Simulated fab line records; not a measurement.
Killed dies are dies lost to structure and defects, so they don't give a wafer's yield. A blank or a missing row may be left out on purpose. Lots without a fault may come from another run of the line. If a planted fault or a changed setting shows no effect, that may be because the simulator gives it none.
Struck lot and sound lot, side by side :: flow n5Finfet :: 39 out of 1938 route steps
Sound: wafers L251.2, L251.5, L251.6. Struck: wafers L239.1, L239.4 (left out: L239.6, a lot-mate that was not struck); the cause follows at the end.
For every step that has rows: the tool of each side, followed by ch and its chambers, followed by its first start. Under that, the readings that differ: sound wafers :: struck wafers :: difference of the means :: sigmas: that difference in standard deviations of wafers without a fault.
alike: a reading whose means differ by less than 2 such deviations, as well as words and numbers matching on both sides. not compared: withheld readings; readings where some wafer has no value; bounds like >300 that might hide an equal value; numbers whose values overlap and for which the record gives no deviation.
The two part at a step that has a row with sigmas, a row that says differs or no value, or rows on one side only. Numbers that have no deviation but don't overlap get no sigmas and don't part them. Lack of a reading on every wafer of one side parts them only where that side has two or more wafers.

first, 11 steps without rows for these wafers: N5_STI_FIN_REVEAL_DENSIFY_30; N5_STI_FIN_REVEAL_ETCHBACK_08 (etches SiO2 in C4F6/O2, target depth 30.5 nm, time 10.167 s); N5_STI_FIN_REVEAL_STRIP_24 (strips in N2/H2, time 90 s); N5_STI_FIN_REVEAL_PRECLEAN_25 (cleans in SPM, time 90 s); N5_STI_FIN_REVEAL_PRECLEAN_26 (cleans in SC1, time 45 s); N5_STI_FIN_REVEAL_PRECLEAN_29 (cleans in DHF, time 30 s); N5_STI_FIN_REVEAL_SRD_12 (time 30 s); N5_STI_FIN_REVEAL_RECESS_09 (chemistry HF/NH3, target SiO2, afs cycles 11, target depth 42.5 nm, sublimation time 60 s); N5_STI_FIN_REVEAL_STRIP_16 (strips SiNx in H3PO4, target depth 23.8 nm); N5_STI_FIN_REVEAL_PRECLEAN_17 (cleans in NF3:NH3, afs cycles 1, time 20 s, sublimation time 60 s); N5_STI_FIN_REVEAL_ETCH_34 (etches Si in H2, material Si, target depth 0.97 nm).
N5_STI_FIN_REVEAL_OXIDATION_31: chemistry O2 PLASMA REMOTE, time 20 s.
  sound on plasmaAsher-02 ch 0,1, day 8 03:10; struck on plasmaAsher-01 ch 1, day 5 00:54
  alike: drypumpMotorCurrentA, heaterPowerW
  not compared: rfHoursCounterH
then, 25 steps without rows for these wafers: N5_STI_FIN_REVEAL_PRECLEAN_32 (cleans in NF3:NH3, afs cycles 1, time 20 s, sublimation time 60 s); N5_STI_FIN_REVEAL_STRIP_35 (strips Si3N4 in H3PO4, target depth 4 nm, time 39 s); N5_STI_FIN_REVEAL_SRD_21 (time 30 s); N5_STI_FIN_REVEAL_OXIDATION_33 (chemistry O2 PLASMA REMOTE, time 20 s); N5_STI_FIN_REVEAL_CLEAN_19 (cleans in O3/DIW, time 120 s); N5_STI_FIN_REVEAL_SRD_23 (time 30 s); N5_STI_FIN_REVEAL_PRECLEAN_18 (cleans in SC2, time 45 s); N5_STI_FIN_REVEAL_SRD_28 (time 30 s); N5_DUMMY_GATE_PRECLEAN_00 (cleans in O3/DIW, time 60 s); N5_DUMMY_GATE_SRD_01 (time 30 s); N5_DUMMY_GATE_ALD_02 (deposits SiO2, target thk 2 nm, pulse time 1 s); N5_DUMMY_GATE_CVD_03 (deposits a-Si from SiH4, target thk 150 nm, time 8042 s); N5_DUMMY_GATE_PRECLEAN_46 (cleans in DIW, time 89.5 s); N5_DUMMY_GATE_SRD_47 (dry time 32 s); N5_DUMMY_GATE_CMP_04 (polishes a-Si); N5_DUMMY_GATE_HM_DEP_06 (deposits SiNx from DCS/NH3, target thk 80 nm, time 5141 s); N5_DUMMY_GATE_PECVD_30 (deposits SiO2 from TEOS/O2, target thk 55 nm, time 10.8 s); N5_DUMMY_GATE_COAT_34 (time 60 s, resist thk 60 nm); N5_DUMMY_GATE_COAT_35 (time 60 s, resist thk 10 nm); N5_DUMMY_GATE_COAT_28 (time 60 s, resist thk 10 nm); N5_DUMMY_GATE_COAT_09 (resist thk 30 nm); N5_DUMMY_GATE_EBR_11; N5_DUMMY_GATE_SOFTBAKE_10 (time 60 s); N5_DUMMY_GATE_EXPOSE_12 (exposes mask GATE, target cd 25 nm); N5_DUMMY_GATE_PEB_13 (peb time 60 s).
-- a jump in the record: the struck wafers' starts before and after are 6 days apart (it breaks off in module DUMMY_GATE and resumes in module BEOL_M4, where the first step shown is number 1111 of the route) --
N5_BEOL_M4_RC_MEAS_101:
  sound on prober-01 ch 0, day 13 10:43; struck on prober-02 ch 0, day 10 14:34
reading: DIBL_P (mV/V)
sound: 39.8 39.8 39.8
struck: 30.3 34.8
difference: -7.2
sigmas: -3

reading: IOFF_N (nA/um)
sound: 0.21 0.21 0.18
struck: 0.09 0.12
difference: -0.09
sigmas: -2

reading: ION_N (uA/um)
sound: 689 688 691
struck: 643 660
difference: -38
sigmas: -3

reading: REXT_N (ohm.um)
sound: 75.1 76.3 78.0
struck: 79.7 79.9
difference: +3.3
sigmas: +2

reading: REXT_P (ohm.um)
sound: 99.2 101.2 100.5
struck: 107.0 107.4
difference: +6.9
sigmas: +4

reading: VT_N (mV)
sound: 245 245 247
struck: 259 254
difference: +11
sigmas: +3

reading: VT_N_LONG (mV)
sound: 275.5 275.2 277.0
struck: 279.5 280.0
difference: +3.9
sigmas: +2
  alike: DIBL_N, IOFF_P, ION_P, SS_N, SS_P, VT_P
-- here the record skips 4 days between the struck wafers' starts before and after, leaving off in module BEOL_M4 and picking up in module PASSIVATION (first step shown: number 1936 of the route) --
N5_PASSIVATION_PROBE_49:
  the record has rows for the struck wafers here (prober-01, day 14 20:10) and none for the sound ones

## WHERE THEY PART
Earliest at N5_BEOL_M4_RC_MEAS_101; latest, in this record, at N5_PASSIVATION_PROBE_49.

WHY: what had been put in by the simulator
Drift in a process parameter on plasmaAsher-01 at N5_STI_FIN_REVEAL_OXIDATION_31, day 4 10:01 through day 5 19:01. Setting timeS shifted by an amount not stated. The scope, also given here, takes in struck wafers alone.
